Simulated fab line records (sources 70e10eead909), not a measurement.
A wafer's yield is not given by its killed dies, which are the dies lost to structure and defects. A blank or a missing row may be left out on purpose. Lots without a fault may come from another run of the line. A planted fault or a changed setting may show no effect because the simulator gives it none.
Chamber matching -- flow nand-harc -- rie-si-04 running NHARC_P_GATE_ETCH_32: 4 sister chambers
The step etches the open film in HBr/Cl2, target depth 150 nm, time 100.1 s. 18 wafers are shown with their chamber, then 9 later ones without.

== WAFERS WITH THEIR CHAMBER ==
wafer,chamber,drypump-motor-current-A (A),oes-product-au (a.u.),throttle-valve-pct (%)
L075.2,3,5.51,1.000,26.408
L075.3,0,6.25,0.992,26.410
L075.4,2,5.88,0.997,26.409
L078.3,3,5.46,0.994,26.408
L078.5,2,5.85,1.009,26.405
L078.6,3,5.47,1.001,26.414
L083.2,3,5.49,1.010,26.406
L083.5,2,5.87,1.000,26.414
L083.6,1,6.04,1.006,26.408
L084.1,3,5.50,0.999,26.411
L084.4,1,6.04,0.991,26.410
L084.5,1,6.02,1.003,26.411
L089.2,1,6.02,1.009,26.407
L089.3,2,5.86,1.002,26.412
L089.6,1,6.02,1.004,26.406
L090.1,2,5.82,0.999,26.404
L090.3,1,6.02,1.002,26.406
L090.5,3,5.50,0.994,26.416

SIGNATURES (means of the wafers above)
reading,chamber 0,chamber 1,chamber 2,chamber 3,scatter within a chamber
drypump-motor-current-A,6.2500,6.0267,5.8560,5.4883,0.018
oes-product-au,0.99200,1.00250,1.00140,0.99967,0.00566
throttle-valve-pct,26.41000,26.40800,26.40880,26.41050,0.00351
Rule: a wafer's distance from a chamber is the root of the sum, over the readings, of the square of ((its reading less the chamber's mean) divided by the reading's scatter). If the next closest chamber is less than 2 further off than the closest, the wafer can't be placed; otherwise it belongs to the closest. How the scatter is found: for the shown wafers, subtract from each reading the mean of its chamber, square and add these, divide the total by (wafers less chambers), then take the root.

== WAFERS WITHOUT THEIR CHAMBER ==
wafer,drypump-motor-current-A (A),oes-product-au (a.u.),throttle-valve-pct (%)
L091.2,5.50,0.996,26.393
L091.3,6.00,1.009,26.420
L091.4,5.84,1.004,26.412
L094.1,6.01,1.005,26.394
L094.4,6.19,1.001,26.389
L094.6,6.22,1.010,26.396
L096.3,6.03,0.989,26.394
L096.4,6.18,1.000,26.398
L096.6,5.83,1.005,26.409

== WHICH CHAMBER EACH ONE RAN IN ==
wafer,from the rows above,in truth
L091.2,3,3
L091.3,1,1
L091.4,2,2
L094.1,1,1
L094.4,0,0
L094.6,0,0
L096.3,1,1
L096.4,0,0
L096.6,2,2
Correct placement for 9 of the 9. Not placeable from these rows: 0. 0 placed wrongly.
